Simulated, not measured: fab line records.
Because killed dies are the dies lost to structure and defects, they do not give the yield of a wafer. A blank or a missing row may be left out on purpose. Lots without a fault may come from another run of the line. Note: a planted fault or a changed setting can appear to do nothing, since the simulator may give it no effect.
Matching of chambers | flow n5Finfet | N5_BEOL_M10_ILD_DEP_00 on pecvd-04: 3 sister chambers
The step deposits SiCOH lowk from DEMS/porogen, target thk 308.51 nm, time 58 s. 3 wafers are shown with their chamber, then 9 later ones without.

WAFERS WITH THEIR CHAMBER
wafer  | chamber | throttleValvePct (%)
L083.4 | 0       | 14.5
L090.4 | 1       | 14.9
L090.6 | 2       | 13.5

WAFERS WHOSE CHAMBER IS MISSING
wafer  | throttleValvePct (%)
L091.4 | 14.3
L091.5 | 13.5
L091.6 | 15.1
L094.4 | 14.3
L094.5 | 14.9
L094.6 | 13.4
L095.1 | 13.4
L095.3 | 15.0
L095.6 | 13.4

CHAMBER TAKEN BY EACH
wafer  | from the rows above | in truth
L091.4 | 0                   | 0
L091.5 | 2                   | 2
L091.6 | 1                   | 1
L094.4 | 0                   | 0
L094.5 | 1                   | 1
L094.6 | 2                   | 2
L095.1 | 2                   | 2
L095.3 | 1                   | 1
L095.6 | 2                   | 2
9 of 9 placed correctly. Number that these rows cannot place: 0. Placed wrongly: 0.
How it was worked out, from the rows above alone: a wafer's distance from a chamber is the root of the sum, over the readings, of the square of ((its reading less the chamber's mean) divided by the reading's scatter). If the next closest chamber is less than 2 further off than the closest, the wafer can't be placed; otherwise it belongs to the closest. A chamber's mean is the mean of its shown wafers. The scatter (one wafer shown for each chamber): square how far every hidden wafer sits from the nearest shown wafer, average those squares and take the square root.
